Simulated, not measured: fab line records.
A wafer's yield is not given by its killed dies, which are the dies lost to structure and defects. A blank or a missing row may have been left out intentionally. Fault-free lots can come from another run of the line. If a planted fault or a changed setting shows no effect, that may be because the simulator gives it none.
Which tool was responsible? :: flow n5-finfet :: 12 lots with 36 wafers sampled at 2 steps, on a route of 1938 steps

== WHAT EACH GAUGE READ, for each wafer ==
N5_BEOL_M8_CD_MEAS_11: target cd 38.5 nm.
lot: L075
measured: day 9 18:10
on: cd-sem-02
cd-nm (nm): 37.9 37.9 38.8

lot: L077
measured: day 10 12:58
on: cd-sem-02
cd-nm (nm): 38.2 38.6 38.4

lot: L080
measured: day 10 16:13
on: cd-sem-01
cd-nm (nm): 38.6 37.8 38.4

lot: L078
measured: day 11 01:13
on: cd-sem-02
cd-nm (nm): 38.4 37.5 38.0

lot: L083
measured: day 11 11:36
on: cd-sem-03
cd-nm (nm): 38.9 38.2 38.3

lot: L085
measured: day 12 13:39
on: cd-sem-03
cd-nm (nm): 38.1 38.2 37.8

lot: L086
measured: day 13 02:22
on: cd-sem-01
cd-nm (nm): 37.9 38.3 38.1

lot: L091
measured: day 13 02:47
on: cd-sem-02
cd-nm (nm): 38.6 38.6 39.8

lot: L088
measured: day 13 12:44
on: cd-sem-02
cd-nm (nm): 38.3 37.7 38.0

lot: L092
measured: day 14 04:35
on: cd-sem-03
cd-nm (nm): 38.0 38.1 38.1

lot: L095
measured: day 15 07:42
on: cd-sem-02
cd-nm (nm): 38.3 38.3 38.5

lot: L097
measured: day 15 08:12
on: cd-sem-01
cd-nm (nm): 37.4 38.2 37.5

== WHAT TOOL EACH LOT RAN ON (gives the tool, then ch and the chambers of the sampled wafers, and finally the start) ==
lot: L075
N5_BEOL_M7_ALD_77: ald-metal-04 ch 0,2,3, day 9 12:41

lot: L077
N5_BEOL_M7_ALD_77: ald-metal-03 ch 0,2,3, day 10 08:49

lot: L080
N5_BEOL_M7_ALD_77: ald-metal-03 ch 0,1, day 10 12:46

lot: L078
N5_BEOL_M7_ALD_77: ald-metal-04 ch 0,1,3, day 10 21:25

lot: L083
N5_BEOL_M7_ALD_77: ald-metal-01 ch 1,3, day 11 07:28

lot: L085
N5_BEOL_M7_ALD_77: ald-metal-01 ch 0,1,2, day 12 08:32

lot: L086
N5_BEOL_M7_ALD_77: ald-metal-01 ch 1,2,3, day 12 19:58

lot: L091
N5_BEOL_M7_ALD_77: ald-metal-04 ch 0,1,2, day 12 22:50

lot: L088
N5_BEOL_M7_ALD_77: ald-metal-04 ch 0,1, day 13 07:51

lot: L092
N5_BEOL_M7_ALD_77: ald-metal-01 ch 1,2,3, day 14 00:30

lot: L095
N5_BEOL_M7_ALD_77: ald-metal-01 ch 0,1,2, day 15 00:30

lot: L097
N5_BEOL_M7_ALD_77: ald-metal-04 ch 1,2,3, day 15 02:23
- N5_BEOL_M7_ALD_77: deposits TaN, target thk 2 nm, pulse time 2 s, purge time 3 s.

== THE ANSWER, worked out from the rows above alone ==
Rule: the usual values come from the lots themselves. Put in order of their means at a reading, lots are off if they are a third of the lots or fewer, leave a main group of 4 or more, and stand apart from it by a gap of 3 or more times the standard deviation of the main group's means; of several such gaps the widest counts. A main group is skipped when, at the precision printed for the reading in the tables above, its means are all equal. A lot without any number at a reading at which 4 lots or more have one is off too. Any other lot the step has rows for is counted as sound.
Nothing can be told from this: no lot is off at any reading shown.

== WHAT THE SIMULATOR PUT IN ==
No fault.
